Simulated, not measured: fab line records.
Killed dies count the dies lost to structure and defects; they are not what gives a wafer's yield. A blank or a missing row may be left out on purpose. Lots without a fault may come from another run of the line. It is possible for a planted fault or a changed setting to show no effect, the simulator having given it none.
Shared-tool check ; flow nand harc ; 36 wafers sampled across 12 lots

## REASON FOR OPENING
At NHARC_P_ZERO_WELL_CD_MEAS_37 the reading cd nm is flagged on 2 of 12 lots. Fault-free wafers read 720.5 nm, with a standard deviation of 2.2.
Rule: a lot gets a flag if all its wafers with a number sit over 4 standard deviations from that mean, or if no wafer of it has a number. As for the other lots, they are considered sound.

lot;measured;on;cd nm (nm), wafer by wafer;flag
L592;day 1 16:05;cd sem-01;722.9 718.4 721.6;
L593;day 1 22:13;cd sem-02;720.6 716.0 715.8;
L596;day 2 16:08;cd sem-03;741.6 743.2 739.6;FLAGGED
L597;day 2 22:13;cd sem-01;718.1 719.7 722.2;
L598;day 3 04:08;cd sem-01;739.5 741.5 738.5;FLAGGED
L604;day 4 16:07;cd sem-03;718.7 719.2 723.7;
L605;day 4 22:17;cd sem-03;719.5 720.7 723.6;
L606;day 5 04:06;cd sem-01;721.5 721.8 718.3;
L608;day 5 16:17;cd sem-03;722.9 723.6 726.4;
L612;day 6 16:14;cd sem-03;718.1 722.0 721.7;
L614;day 7 04:08;cd sem-02;721.2 718.0 720.8;
L615;day 7 10:05;cd sem-03;724.2 721.5 719.5;
The mean of the flagged lots' numbers is 740.6 nm, +20.1 nm from the usual (+9 standard deviations).

## LOT BY LOT: THE TOOL USED
2 process steps preceding the reading are held in the record, out of 1159 steps in the route. Each cell gives the tool, then ch followed by the chambers the sampled wafers passed through, then the start.
lot;flag;NHARC_P_ZERO_WELL_ETCH_63;NHARC_P_ZERO_WELL_EXPOSE_34
L592;;rie si-04 ch 1,2,3, day 1 13:39;krf scanner-01 ch 0, day 1 15:56
L593;;rie si-02 ch 1,2,3, day 1 19:38;krf scanner-03 ch 0, day 1 22:04
L596;FLAGGED;rie si-06 ch 0,2, day 2 13:40;krf scanner-01 ch 0, day 2 15:58
L597;;rie si-02 ch 0,1,2, day 2 19:41;krf scanner-03 ch 0, day 2 22:04
L598;FLAGGED;rie si-04 ch 2,3, day 3 01:40;krf scanner-01 ch 0, day 3 03:59
L604;;rie si-06 ch 1,3, day 4 13:33;krf scanner-02 ch 0, day 4 15:57
L605;;rie si-04 ch 1,2,3, day 4 19:40;krf scanner-02 ch 0, day 4 22:08
L606;;rie si-06 ch 1,2,3, day 5 01:32;krf scanner-03 ch 0, day 5 03:56
L608;;rie si-04 ch 0,1,2, day 5 13:43;krf scanner-02 ch 0, day 5 16:08
L612;;rie si-06 ch 1,2, day 6 13:41;krf scanner-02 ch 0, day 6 16:05
L614;;rie si-04 ch 0,1,2, day 7 01:40;krf scanner-03 ch 0, day 7 03:58
L615;;rie si-06 ch 0,1,2, day 7 07:34;krf scanner-02 ch 0, day 7 09:56
These steps, and what they do:
- NHARC_P_ZERO_WELL_ETCH_63: etches the open film in HBr/Cl2, target depth 120 nm, time 40.1 s.
- NHARC_P_ZERO_WELL_EXPOSE_34: exposes mask P PWELL, target cd 720 nm.
- NHARC_P_ZERO_WELL_CD_MEAS_37: target cd 720 nm.

## FLAGGED AGAINST TOTAL, ONE TOOL AT A TIME (gauges that did the reading follow at the end)
step;tool;lots run;flagged;share of the flagged lots;sound lots run after its first flagged lot
NHARC_P_ZERO_WELL_ETCH_63;rie si-02;2;0;none;-
NHARC_P_ZERO_WELL_ETCH_63;rie si-04;5;1;some;3 (L605,L608,L614)
NHARC_P_ZERO_WELL_ETCH_63;rie si-06;5;1;some;4 (L604,L606,L612,L615)
NHARC_P_ZERO_WELL_EXPOSE_34;krf scanner-01;3;2;all;0
NHARC_P_ZERO_WELL_EXPOSE_34;krf scanner-02;5;0;none;-
NHARC_P_ZERO_WELL_EXPOSE_34;krf scanner-03;4;0;none;-
NHARC_P_ZERO_WELL_CD_MEAS_37;cd sem-01;4;1;some;1 (L606)
NHARC_P_ZERO_WELL_CD_MEAS_37;cd sem-02;2;0;none;-
NHARC_P_ZERO_WELL_CD_MEAS_37;cd sem-03;6;1;some;5 (L604,L605,L608,L612,L615)

## THE TABLE: WHAT IT ALLOWS
All flagged lots share 1 row of the table, namely krf scanner-01 at NHARC_P_ZERO_WELL_EXPOSE_34.
- krf scanner-01 at NHARC_P_ZERO_WELL_EXPOSE_34: 2 of its 3 lots flagged. A fault beginning between L592 (day 1 15:56), its last sound lot, and L596 (day 2 15:58), its first flagged one, fits the data. Its own readings lie more than 4 standard deviations out on every wafer of the flagged lots: exposure dose mJ cm2.
Just one tool remains: krf scanner-01 at NHARC_P_ZERO_WELL_EXPOSE_34.

## WHAT THE SIMULATOR PUT IN
Process parameters drifting: krf scanner-01 at NHARC_P_ZERO_WELL_EXPOSE_34, beginning at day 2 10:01. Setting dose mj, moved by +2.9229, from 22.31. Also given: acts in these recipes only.
Struck lots among those shown: L596, L598. Same finding as the rule above.
